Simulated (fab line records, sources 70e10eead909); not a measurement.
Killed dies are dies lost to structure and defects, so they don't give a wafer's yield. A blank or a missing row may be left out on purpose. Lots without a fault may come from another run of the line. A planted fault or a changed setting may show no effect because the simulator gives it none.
A struck lot beside a sound one | flow nand_harc | 12 steps out of a route of 1302
Sound: wafers L258.1, L258.4, L258.6. Struck: wafers L256.1, L256.4, L256.6. The cause comes at the end.
At each step with rows: each side's tool, then ch and its chambers, then its first start. Under that, the readings that differ: sound wafers | struck wafers | difference of the means | sigmas: that difference in standard deviations of wafers without a fault.
alike: readings whose means differ by less than 2 such deviations, and words and numbers that are the same on both sides. not compared: withheld readings, readings that some wafer has no value for, bounds like >300 that may hide the same value, and numbers for which the record gives no deviation and whose values overlap.
The two part at a step that has a row with sigmas, a row that says differs or no value, or rows on one side only. Numbers that don't overlap but have no deviation are shown without sigmas and don't part them. A reading that every wafer of one side lacks parts them only if that side has two wafers or more.

first, 1 step without rows for these wafers: NHARC_A_CHANNEL_FILL_D2_ANNEAL_22 (time 7200 s).
NHARC_A_CHANNEL_FILL_D2_THK_MEAS_06: measures by ellipsometry.
  sound on film_metro-01, day 22 03:46; struck on film_metro-01, day 21 14:26
  alike: thk_nm
NHARC_A_CHANNEL_FILL_D2_ALD_25: deposits SiOx, target thk 60 nm, pulse time 10 s, ald cycles 600.
  sound on ald_hk-03 ch 0,1,3, day 22 04:03; struck on ald_hk-04 ch 0,1, day 21 15:08
  alike: heater_power_outer_w, heater_power_w, precursor_pulse_height_rel
NHARC_A_CHANNEL_FILL_D2_ETCHBACK_08: etches the open film in C4F8, target depth 220 nm, time 110 s.
  sound on rie_diel-02 ch 1,2,3; struck on rie_diel-08 ch 0,1
  alike: oes_product_au, rf_vpp_V
  not compared: rf_hours_counter_h
NHARC_A_CHANNEL_FILL_D2_STRIP_29: strips in O2, time 20 s.
  sound on rie_diel-02 ch 0,1,3; struck on rie_diel-08 ch 0,2,3
  alike: drypump_motor_current_A, oes_product_au, rf_vpp_V, showerhead_plenum_p_Torr, throttle_valve_pct
  not compared: rf_hours_counter_h
then, 3 steps without rows for these wafers: NHARC_A_CHANNEL_FILL_D2_PRECLEAN_30 (cleans in dHF, time 30 s); NHARC_A_CHANNEL_FILL_D2_SRD_31; NHARC_A_CHANNEL_FILL_D2_CVD_09 (deposits poly-Si, target thk 150 nm, time 3000 s).
NHARC_A_CHANNEL_FILL_D2_CMP_10: polishes, target thk 150 nm.
  sound on cmp-01 ch 0,2,3, day 22 15:19; struck on cmp-04 ch 0,1,3, day 22 01:59
  alike: motor_current_A, time_to_endpoint_s
then, 1 step without rows for these wafers: NHARC_A_CHANNEL_FILL_D2_SRD_12.
NHARC_A_CHANNEL_FILL_D2_RTA_24: time 5 s.
  sound on rtp_anneal-02 ch 0, day 22 15:41; struck on rtp_anneal-01 ch 0, day 22 02:46
  alike: lamp_power_pct, lamp_zone_2_pct, wafer_temp_C_max
NHARC_A_CHANNEL_FILL_D2_INSPECT_13:
  sound on defect_inspect-02, day 22 15:53; struck on defect_inspect-01, day 22 02:57
  alike: raw_defect_count

WHERE THEY PART
Nowhere in this record.

WHY: what the simulator had put in
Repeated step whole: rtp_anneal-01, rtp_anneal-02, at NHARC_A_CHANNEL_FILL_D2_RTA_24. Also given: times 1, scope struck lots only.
